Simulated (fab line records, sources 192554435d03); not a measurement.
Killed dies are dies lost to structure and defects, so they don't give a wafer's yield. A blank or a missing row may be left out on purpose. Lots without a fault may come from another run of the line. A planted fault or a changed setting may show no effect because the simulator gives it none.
fab line records | flow n5_finfet
record lots=3 wafers=9 last_day=16
route steps=1938 shown BEOL_M0_SAQP@646 BEOL_M4@1111
lots that met no fault: from a run of the same line without faults
start_h: hours from the record's first day to the start of the lot's first wafer shown | wait_h: hours since the lot's step before | " the same as in the row above | L1.1+2: a row that stands for several wafers | - no value, or no start given | * or withheld: withheld | < > ~ a bound
route shown NAME@n: a module of which the file shows steps, and the number in the route of the first | usual: mean/standard deviation of fault-free wafers | same: alike in all rows | chamber/n: place in a boat | sites: the reading at each site | _std_site: their standard deviation | _edge_site: outer sites' mean less inner sites' | radius_mm: how far each site lies from the wafer's centre | mask NAME#n: copy n | behind: the tool/chamber that last shaped the wafer | hold: why the lot was held/for how many hours/how that ended | device: the transistor (n, p or np) that didn't switch | end of line: the same wafers' tests at the end of the route | a step without rows: its recipe alone | killed: dies lost to structure and defects at the first sort, not the wafer's yield | map: a wafer's dies, x killed, . not, _ none there
set.NAME: the setting as run; set.NAME@STEP: as run at that earlier step | model.NAME: the simulator's own value behind a step, which no gauge read
lots at some steps of the route; a table a step, a row a wafer
services: from which hour (start_h, from the record's first day; less than 0 if before it) a tool's chamber was out of use, for how many hours, and why
## steps
# step N5_BEOL_M0_SAQP_EXPOSE_11
# recipe mask_id=M0_CORE na=1.35 source_shape=dipole sigma_inner=0.538 sigma_outer=0.738 polarization=te target_cd_nm=42 dose_mj=55
# step N5_BEOL_M0_SAQP_PEB_12
# recipe peb_temp_c=withheld peb_time_s=60 resist=CAR-ArF
# step N5_BEOL_M0_SAQP_DEVELOP_13
# recipe develop_time_s=30 developer=TMAH resist=CAR-ArF dev_temp_c=23 rinse_liquid=diw dry=air_spin
# step N5_BEOL_M0_SAQP_DESCUM_19
# recipe chemistry=O2 time_s=7.9 source_power_w=50 bias_power_w=20 pressure_mtorr=20 rf_frequency_hz=2.712e+07 temp_c=40 resist=CAR-ArF o2_flow_sccm=225
# step N5_BEOL_M0_SAQP_ETCH_83
# recipe chemistry=CF4 target=SiARC target_depth_a=390 mask_material=CAR-ArF time_s=65 ion_energy_ev=80 pressure_mtorr=40 source_w=545 bias_w=36 Ar_flow_sccm=100 cf4_flow_sccm=100 ends=cleared
# step N5_BEOL_M0_SAQP_ETCH_84
# recipe chemistry=N2/H2 target=SOC target_depth_a=1000 overetch_a=200 mask_material=SiARC temp_c=40 time_s=150 ion_energy_ev=200 pressure_mtorr=30 source_w=840 bias_w=150 n2_flow_sccm=200 h2_flow_sccm=200
# step N5_BEOL_M0_SAQP_STRIP_80
# recipe chemistry=N2/H2 temp_c=40 n2_flow_sccm=200 h2_flow_sccm=200 rf_frequency_hz=6e+07
# step N5_BEOL_M0_SAQP_HM_OPEN_112
# recipe chemistry=CHF3/O2 target=SiO2 stop_on=a-Si target_depth_a=120 over_etch_frac=1.25 mask_material=SOC time_s=13.5 pressure_mtorr=30 source_w=650 bias_w=170 Ar_flow_sccm=200 CHF3_flow_sccm=50 O2_flow_sccm=5 ion_energy_ev=200 ends=end_point
# step N5_BEOL_M0_SAQP_STRIP_113
# recipe chemistry=CHF3/O2 resist=SiARC rf_frequency_hz=6e+07
# step N5_BEOL_M0_SAQP_MANDREL_ETCH_20
# recipe target_depth_a=600 chemistry=HBr/Cl2 target=a-Si stop_on=SiNx bt_time_s=10 mask_material=SOC over_etch_frac=0.5 time_s=30 pressure_mtorr=10 icp_w=800 bias_w=75 HBr_flow_sccm=150 Cl2_flow_sccm=80 ends=end_point
# usual bias_w=75.02/0.22 chamber_pressure_mTorr=9.999/0.0087 drypump_motor_current_A=5.6/0.5 mfc_cl2_sccm=80.04/0.25 oes_product_au=0.778/0.012 rf_fwd_power_W=794.4/2.8 throttle_valve_pct=35.6/0.37
# columns lot.wafer tool chamber start_h wait_h bias_w chamber_pressure_mTorr drypump_motor_current_A mfc_cl2_sccm oes_product_au rf_fwd_power_W rf_hours_counter_h throttle_valve_pct model.SOC_of_BEOL_M0_SAQP_COAT_81.thk_nm model.SiNx_of_BEOL_M0_SAQP_PECVD_97.thk_nm
L322.1 rie_si-05 0 200.47 0.0 75.01 9.995 5.0 79.75 0.762 791.2 33 35.4 75.8 18.2
L322.2 " 3 " " 75.11 9.990 4.9 79.95 0.769 794.7 34 35.9 75.8 18.2
L322.6 " 3 " " 74.84 9.994 4.8 80.34 0.790 795.0 - 35.9 76 18.6
L323.3 rie_si-05 3 203.80 0.0 75.31 9.993 4.9 80.02 0.795 985.2 34 35.9 73.8 17
L323.4 " 2 " " 74.91 9.997 5.3 80.16 0.786 795.1 100 35.5 75 18
L323.5 " 3 " " 75.06 9.998 4.9 80.37 0.781 983.3 - 35.9 73.4 16.8
L326.3 rie_si-02 3 218.55 0.0 75.15 9.999 6.4 79.47 0.755 793.8 181 34.9 75.8 17.6
L326.4 " 0 " " 74.70 10.003 5.5 79.98 0.785 794.8 122 35.9 75.6 18
L326.6 " 0 " " 75.15 9.993 5.5 80.59 0.779 796.9 - 35.9 75.2 18
# step N5_BEOL_M0_SAQP_STRIP_86
# recipe chemistry=N2/H2 power_w=500 temp_c=40 pressure_mtorr=50 rf_frequency_hz=6e+07 overash_fraction=0.3 bias_power_w=28 h2_frac=0.5 n2_flow_sccm=300 h2_flow_sccm=300
# step N5_BEOL_M0_SAQP_STRIP_115
# recipe chemistry=post_etch_residue_remover time_s=60 temp_c=25 remover_ph=withheld remover_water_wt_pct=withheld remover_fluoride_wt_pct=withheld
# step N5_BEOL_M0_SAQP_SRD_93
# recipe dry=ipa_marangoni time_s=30 temp_c=23 rinse_liquid=diw
# step N5_BEOL_M0_SAQP_RECESS_114
# recipe chemistry=HF/NH3 target=SiO2 target_depth_a=144 afs_cycles=3 temp_c=30 sublimation_temp_c=180 sublimation_time_s=60
# step N5_BEOL_M0_SAQP_SPACER1_ALD_98
# recipe material=SiO2 target_thk_a=128 temp_c=300 ald_precursor_family=BDEAS ald_co_reactant=O2-plasma pulse_time_s=1 purge_time_s=2 co_reactant_purge_time_s=2 ald_cycles=138 pressure_torr=2
# step N5_BEOL_M0_SAQP_SPACER1_ETCHBACK_99
# recipe chemistry=CHF3/O2 mode=anisotropic_etchback target=SiO2 target_depth_a=154 time_s=7.7 pressure_mtorr=30 source_w=650 bias_w=170 Ar_flow_sccm=200 CHF3_flow_sccm=50 O2_flow_sccm=5 ion_energy_ev=200
# step N5_BEOL_M0_SAQP_MANDREL1_REMOVE_100
# recipe chemistry=HBr/Cl2/O2 bt_time_s=10 target=a-Si stop_on=SiNx endpoint=OES-SiCl over_etch_frac=0.85 icp_w=600 bias_w=30 HBr_flow_sccm=150 Cl2_flow_sccm=80 O2_flow_sccm=5 pressure_mtorr=10
# step N5_BEOL_M0_SAQP_ETCH_101
# recipe chemistry=CH3F/O2 target=SiNx mask_material=SiO2 target_depth_a=299 time_s=42.7 pressure_mtorr=30 source_w=395 bias_w=73 Ar_flow_sccm=150 CH3F_flow_sccm=30 O2_flow_sccm=20 ion_energy_ev=120
# step N5_BEOL_M0_SAQP_ETCH_102
# recipe chemistry=CF4 target=SiO2 target_depth_a=40 ion_energy_ev=350 time_s=4.4 pressure_mtorr=10 icp_w=800 bias_w=400 cf4_flow_sccm=80
# step N5_BEOL_M0_SAQP_MANDREL_ETCH_103
# recipe chemistry=HBr/Cl2 target=a-Si target_depth_a=450 bt_time_s=10 stop_on=SiCN mask_material=SiO2 over_etch_frac=0.8 time_s=27 pressure_mtorr=10 icp_w=800 bias_w=75 HBr_flow_sccm=150 Cl2_flow_sccm=80 ends=end_point
# step N5_BEOL_M0_SAQP_RECESS_104
# recipe chemistry=HF/NH3 target=SiO2 target_depth_a=180 afs_cycles=3 temp_c=30 sublimation_temp_c=180 sublimation_time_s=60
# step N5_BEOL_M0_SAQP_COAT_105
# recipe resist=SOC temp_c=250 time_s=60 spin_rpm=1500 resist_thk_nm=100
# step N5_BEOL_M0_SAQP_ETCH_106
# recipe chemistry=N2/H2 target=SOC target_depth_a=1500 stop_on=SiNx ion_energy_ev=100 bias_w=61 pressure_mtorr=30 source_w=850 n2_flow_sccm=200 h2_flow_sccm=200
# usual bias_w=61.02/0.2 chamber_pressure_mTorr=30.00/0.031 drypump_motor_current_A=5.9/0.49 oes_product_au=0.77/0.084 rf_fwd_power_W=845/3 rf_vpp_V=241.3/1.2 showerhead_plenum_p_Torr=2.59/0.064 throttle_valve_pct=17.77/0.22
# columns lot.wafer tool chamber start_h wait_h bias_w chamber_pressure_mTorr drypump_motor_current_A oes_product_au rf_fwd_power_W rf_hours_counter_h rf_vpp_V showerhead_plenum_p_Torr throttle_valve_pct model.SiNx_of_BEOL_M0_SAQP_PECVD_97.thk_nm
L322.1 rie_diel-01 0 202.54 - 61.23 30.07 5.8 0.88 847 31 240.9 2.58 17.73 15.2
L322.2 " 1 " " 61.31 29.86 5.9 0.85 838 53 244.4 2.67 17.55 15.2
L322.6 " 0 " " 61.43 29.98 5.8 0.88 843 - 241.8 2.58 17.74 15.6
L323.3 rie_diel-01 1 206.64 - 60.72 29.96 5.9 0.85 844 54 243.2 2.67 17.55 14
L323.4 " 2 " " 60.72 29.99 5.7 0.70 840 203 241.1 2.64 17.60 15
L323.5 " 1 " " 61.09 30.05 5.9 0.85 841 - 243.1 2.67 17.55 13.8
L326.3 rie_diel-03 0 220.56 - 60.94 29.97 6.8 0.75 846 131 239.7 2.56 17.99 14.6
L326.4 " 2 " " 61.37 30.00 4.9 0.86 845 23 239.1 2.49 17.49 15
L326.6 " 0 " " 60.86 29.97 6.8 0.74 846 - 241.4 2.56 17.99 15
# step N5_BEOL_M0_SAQP_ETCH_107
# recipe chemistry=CH3F/O2 target=SiNx target_depth_a=300 mask_material=SOC pressure_mtorr=30 source_w=395 bias_w=73 Ar_flow_sccm=150 CH3F_flow_sccm=30 O2_flow_sccm=20 ion_energy_ev=120
# step N5_BEOL_M4_RC_MEAS_101
# usual DIBL_N=36.2/1.7 DIBL_P=36.6/1.9 IOFF_N=0.16/0.032 IOFF_P=0.21/0.037 ION_N=675/12 ION_P=460/8.1 SS_N=71.4/0.58 SS_P=73.4/0.64 VT_N=249/3.2 VT_P=-252/3.4
# columns lot.wafer tool chamber start_h wait_h DIBL_N[mV/V] DIBL_P[mV/V] IOFF_N[nA/um] IOFF_P[nA/um] ION_N[uA/um] ION_P[uA/um] SS_N[mV/dec] SS_P[mV/dec] VT_N[mV] VT_P[mV]
L322.1 prober-02 0 246.70 0.0 38.2 39.3 0.19 0.21 664 452 72.2 73.6 249 -253
L322.2 " 0 " " 36.4 37.2 0.16 0.19 677 460 71.9 73.4 248 -252
L322.6 " 0 " " 36.0 37.1 0.15 0.19 656 445 71.9 73.1 251 -253
L323.3 prober-01 0 249.40 0.3 33.4 34.6 0.14 0.15 661 441 70.5 73.4 251 -258
L323.4 " 0 " " 37.5 39.1 0.20 0.20 670 447 71.5 73.7 249 -258
L323.5 " 0 " " 31.0 31.5 0.11 0.12 657 442 70.5 72.3 253 -261
L326.3 prober-01 0 267.97 0.3 34.7 35.1 0.14 0.16 666 446 71.2 73.4 253 -256
L326.4 " 0 " " 37.6 39.4 0.20 0.23 682 460 71.6 74.8 247 -253
L326.6 " 0 " " 34.6 34.5 0.13 0.15 665 447 70.6 73.1 253 -255
## services
# columns tool chamber start_h hours kind
rie_diel-03 1 193.13 8.5 repair
## key
first_sign step=N5_BEOL_M0_SAQP_MANDREL_ETCH_20 reading=rf_fwd_power_W direction=up sigmas=68 usual=* struck=*
effect none on later readings
model_effect step=N5_BEOL_M0_SAQP_MANDREL_ETCH_20 value=SOC_of_BEOL_M0_SAQP_COAT_81.thk_nm without=75.8 struck=73.6
model_effect step=N5_BEOL_M0_SAQP_ETCH_106 value=SiNx_of_BEOL_M0_SAQP_PECVD_97.thk_nm without=15.2 struck=13.9
met_at N5_BEOL_M0_SAQP_MANDREL_ETCH_20
struck_wafers L323.3,L323.5
onset_between 200.47 203.80
fault kind=process_parameter_drift tool=rie_si-05 chamber=3 onset_h=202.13 steps=N5_BEOL_M0_SAQP_MANDREL_ETCH_20 channel=icp_w offset=192 shape=step end_h=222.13 acts_in=these_recipes_only stated=800
